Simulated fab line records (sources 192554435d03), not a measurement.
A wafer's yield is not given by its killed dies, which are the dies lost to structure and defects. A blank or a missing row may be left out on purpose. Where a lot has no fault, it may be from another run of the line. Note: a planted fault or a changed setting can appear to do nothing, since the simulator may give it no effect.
Split-lot trial    flow n5Finfet    21 wafers read across 7 lots, on a route 1938 steps long

## THE SPLIT
At N5_BEOL_M5_TRENCH_ETCH_37 (etches SiCOH lowk in C4F6/O2, target depth 71.652 nm, time 24.7 s), the setting sourceW was moved away from the recipe's 345 W on 7 of the 21 wafers read, by -8.9% to +16.8%. This setting was run at the recipe's value on the other wafers.

Reading taken at the split's own step.

## THE READING
rfVppV, in V, at N5_BEOL_M5_TRENCH_ETCH_37 (etches SiCOH lowk in C4F6/O2, target depth 71.652 nm, time 24.7 s). Typical for fault-free wafers on this fab line: 674 V, with standard deviation 9.2 V.

wafer   tool, chamber at the split  sourceW as run, W  against the recipe  rfVppV, V  against lot-mates on the recipe
L086.2  rieDiel-02, 3               345                recipe              669        -
L086.3  rieDiel-02, 0               345                recipe              672        -
L086.6  rieDiel-02, 1               365.8              +6.0%               655        -16
L085.1  rieDiel-05, 3               345                recipe              671        -
L085.5  rieDiel-05, 0               314.4              -8.9%               712        +30
L085.6  rieDiel-05, 1               345                recipe              693        -
L087.1  rieDiel-05, 1               314.8              -8.8%               727        +61
L087.4  rieDiel-05, 3               314.8              -8.8%               705        +39
L087.5  rieDiel-05, 2               345                recipe              666        -
L089.1  rieDiel-05, 2               345                recipe              666        -
L089.3  rieDiel-05, 0               402.9              +16.8%              630        -36
L089.5  rieDiel-05, 2               402.9              +16.8%              616        -50
L093.1  rieDiel-03, 0               345                recipe              664        -
L093.2  rieDiel-03, 3               345                recipe              682        -
L093.4  rieDiel-03, 0               345                recipe              665        -
L095.1  rieDiel-02, 0               345                recipe              671        -
L095.2  rieDiel-02, 1               345                recipe              673        -
L095.4  rieDiel-02, 3               345                recipe              668        -
L096.1  rieDiel-02, 2               345                recipe              667        -
L096.3  rieDiel-02, 3               345                recipe              668        -
L096.4  rieDiel-02, 3               382.3              +10.8%              634        -34

FIT RESULTS
A straight line over all 21 wafers: rfVppV changes by -3.52 V for each +1% of sourceW; r = -0.93; the points scatter about the line by 9.4 V.
The same after taking each lot's own level away (the mean of its wafers on the recipe; 21 wafers): -3.3 V for each +1%; r = -0.92; scatter 9.6 V.
On that fit, the largest move of sourceW shifts the reading by 55 V.
The span of the lots' own levels, 666.0 to 682.0 V, comes to 1.7 times the standard deviation stated above.
So the lot-to-lot level changes the slope little: the two slopes agree.
Check: -59 V against its lot-mates is what the line predicts for one of the wafers moved furthest among these (+16.8%) when that wafer is left out of the fit. Against them it came out at -36 V.
Tool readings at the split's step, against how far the setting was moved: rfVppV r = -0.93.

## ADDITIONAL SPLITS CARRIED BY THESE WAFERS
Before the reading, these wafers also passed through other splits. Each is held against what the fit with the lots' levels taken away leaves over:
other split on the same wafers            wafers away from the commonest value  r with rfVppV (lot level and that fit taken away)
N5_MOL_CONTACT_COAG_EXPOSE_37 doseMj      10                                    +0.00
N5_MOL_CONTACT_COAG_ALD_133 aldCycles     4                                     +0.05
N5_BEOL_M0_SAQP_SPACER1_ALD_98 aldCycles  3                                     +0.11
N5_BEOL_M1_COAT_05 spinRpm                6                                     +0.00
N5_BEOL_M1_ETCH_64 sourceW                7                                     +0.04
N5_BEOL_M3_EXPOSE_25 doseMj               4                                     -0.02
N5_BEOL_M4_SPUTTER_90 timeS               8                                     +0.03

## FILE'S OWN FIT
rfVppV changes by -3.2 V for each +1% of sourceW, r = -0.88.
